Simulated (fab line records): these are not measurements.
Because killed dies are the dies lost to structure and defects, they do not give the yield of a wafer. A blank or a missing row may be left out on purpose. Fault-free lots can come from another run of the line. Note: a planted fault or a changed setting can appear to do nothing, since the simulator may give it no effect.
A struck lot beside a sound one | flow n5-finfet | 39 out of 1938 route steps
Sound: wafers L451.1, L451.4, L451.6. Wafers struck: L443.1, L443.4, L443.5. The cause comes at the end.
For every step that has rows: the tool of each side, followed by ch and its chambers, followed by its first start. Under that, the readings that differ: sound wafers | struck wafers | difference of the means | sigmas: that difference in standard deviations of wafers without a fault.
alike: a reading whose means differ by less than 2 such deviations, as well as words and numbers matching on both sides. not compared: withheld readings; readings where some wafer has no value; bounds like >300 that might hide an equal value; numbers whose values overlap and for which the record gives no deviation.
A row with sigmas, a row that says differs or no value, or rows on one side alone: a step with any of these is where the two part. Non-overlapping numbers with no deviation appear without sigmas and do not part them. A reading that every wafer of one side lacks parts them only if that side has two wafers or more.

first, 10 steps without rows for these wafers: N5_DUMMY_REMOVAL_HM_STRIP_01 (strips SiNx in CH3F/O2, stops on poly-Si, target depth 4 nm, time 6.8 s); N5_DUMMY_REMOVAL_STRIP_10 (strips in N2/H2, time 40 s); N5_DUMMY_REMOVAL_PRECLEAN_07 (cleans in dHF, time 30 s); N5_DUMMY_REMOVAL_DUMMY_REMOVE_02 (chemistry TMAH, target poly-Si, stops on SiO2, target depth 142 nm, time 57 s, rinse time 30 s); N5_DUMMY_REMOVAL_PRECLEAN_08 (cleans in NF3:NH3, afs cycles 2, time 20 s, sublimation time 60 s); N5_DUMMY_REMOVAL_PRECLEAN_04 (cleans in DHF, time 37 s); N5_DUMMY_REMOVAL_SRD_05 (time 30 s); N5_HKMG_FIN_IL_REGROW_00 (material SiO2, chemistry O3, target thk 0.75 nm, time 30 s); N5_HKMG_FIN_HK_ALD_01 (deposits HfO2, target thk 1.6 nm, pulse time 3 s, purge time 3 s); N5_HKMG_FIN_HK_ANNEAL_02 (time 30 s).
N5_HKMG_FIN_ALD_74: deposits La2O3, target thk 0.5 nm, pulse time 6 s, co reactant pulse time 1 s.
  sound on ald-hk-01 ch 0,2, day 7 12:15; struck on ald-hk-01 ch 0,3, day 5 17:04
  no value came back on the struck wafers for co-reactant-pulse-time-s (s), co-reactant-purge-time-s (s), heater-power-w (W), precursor-pulse-height-rel; on the sound wafers co-reactant-pulse-time-s (s) reads 1 1 1
then, 26 steps without rows for these wafers: N5_HKMG_FIN_ALD_75 (deposits Al2O3, target thk 1 nm, co reactant pulse time 1 s); N5_HKMG_FIN_COAT_41 (time 60 s, resist thk 300 nm); N5_HKMG_FIN_COAT_42 (time 60 s, resist thk 35 nm); N5_HKMG_FIN_COAT_43 (resist thk 90 nm); N5_HKMG_FIN_EBR_45; N5_HKMG_FIN_SOFTBAKE_44 (time 60 s); N5_HKMG_FIN_EXPOSE_46 (exposes mask NDIPOLE); N5_HKMG_FIN_PEB_47 (peb time 60 s); N5_HKMG_FIN_DEVELOP_48 (develop time 30 s); N5_HKMG_FIN_DESCUM_53 (chemistry O2, time 7.9 s); N5_HKMG_FIN_ETCH_54 (etches SiARC in CF4, target depth 45.5 nm, time 75.8 s); N5_HKMG_FIN_ETCH_55 (etches SOC in N2/H2, target depth 240 nm, time 300 s); N5_HKMG_FIN_STRIP_56 (strips in N2/H2); N5_HKMG_FIN_STRIP_57 (strips in CF4); N5_HKMG_FIN_ETCH_58 (etches SOC in N2/H2, target depth 215.8 nm, time 741 s); N5_HKMG_FIN_STRIP_93 (strips SOC in N2/H2, time 20 s); N5_HKMG_FIN_WET_ETCH_76 (etches Al2O3 in dNH4OH, stops on La2O3, target depth 2.25 nm, rinse time 30 s); N5_HKMG_FIN_STRIP_60 (strips in N2/H2, time 360 s); N5_HKMG_FIN_WET_ETCH_77 (etches La2O3 in dHCl, stops on HfO2, target depth 2 nm); N5_HKMG_FIN_WET_ETCH_78 (etches Al2O3 in dNH4OH, stops on La2O3, target depth 4.5 nm, rinse time 30 s); N5_HKMG_FIN_ALD_79 (deposits TiN, target thk 1.5 nm, pulse time 1 s, purge time 3 s); N5_HKMG_FIN_CVD_62 (deposits a-Si from Si2H6, target thk 3 nm, time 20.8 s); N5_HKMG_FIN_RTA_80 (time 2 s); N5_HKMG_FIN_PRECLEAN_64 (cleans in dHF, time 30 s); N5_HKMG_FIN_WET_ETCH_65 (etches a-Si in TMAH, stops on TiN, time 49 s, target depth 3 nm); N5_HKMG_FIN_WET_ETCH_81 (etches TiN in SC1, stops on HfO2, time 57 s, target depth 6 nm).
-- record jumps: 4 days separate the struck wafers' starts on either side; left off in module HKMG_FIN, taken up again in module BEOL_M4, whose first shown step is the route's number 1111 --
N5_BEOL_M4_RC_MEAS_101:
  sound on prober-02 ch 0, day 12 09:50; struck on prober-02 ch 0, day 10 00:08
  reading             | sound                      | struck                     | difference | sigmas
  IOFF_P (nA/um)      | 0.221 0.257 0.215          | 44.595 40.011 51.525       | +45.146    | +99 or more
  IOFF_P_85C (nA/um)  | 3.8 4.3 3.8                | 324.1 299.7 369.1          | +327.0     | +99 or more
  IOFF_P_LIN (nA/um)  | 0.104 0.115 0.101          | 20.647 19.250 23.066       | +20.881    | +99 or more
  IOFF_P_LONG (nA/um) | 0.000105 0.000105 0.000104 | 0.020452 0.020087 0.020755 | +0.020327  | +99 or more
  ION_P (uA/um)       | 470 467 468                | 668 657 680                | +200       | +29
  VT_N_LVT (mV)       | 98.8 97.3 100.5            | 246.2 252.3 248.0          | +150.0     | +71
  VT_P (mV)           | -247 -247 -249             | -97 -99 -97                | +150       | +47
  VT_P_LONG (mV)      | -276 -274 -275             | -123 -124 -123             | +152       | +46
  alike: DIBL_N, DIBL_P, IOFF_N, ION_N, SS_N, SS_P, VT_N
-- record jumps: 4 days separate the struck wafers' starts on either side; left off in module BEOL_M4, taken up again in module PASSIVATION, whose first shown step is the route's number 1936 --
N5_PASSIVATION_PROBE_49:
  struck on prober-01, day 14 07:51; sound on prober-02, day 16 10:53
  reading                  | sound          | struck            | difference | sigmas
  defect-limited-yield (%) | 93.6 91.9 93.6 | 89.9 91.0 89.2    | -3.0       | -2
  killed_at_M4_up          | 6 9 6          | 19 20 13          | +10        | +2
  killed-at-contacts       | 7 11 3         | 24 21 25          | +16        | +3
  killed-dies              | 76 96 76       | 119 106 128       | +35        | +2
  sort_bin_4_leakage (%)   | 0 0 0          | 89.92 91.02 89.15 | +90.03     |
  sort-n-pass              | 1104 1084 1104 | 0 0 0             | -1097      | -69
  sort-yield-pct (%)       | 93.6 91.9 93.6 | 0 0 0             | -93        | -66
  alike: killed_at_M0_to_M3, killed-at-front-end, killed-at-other, killed-open, killed-short, sort_bin_5_function, sort_bin_6_memory

WHERE THEY PART
Earliest at N5_HKMG_FIN_ALD_74; latest, in this record, at N5_PASSIVATION_PROBE_49.

WHY: the cause the simulator had injected
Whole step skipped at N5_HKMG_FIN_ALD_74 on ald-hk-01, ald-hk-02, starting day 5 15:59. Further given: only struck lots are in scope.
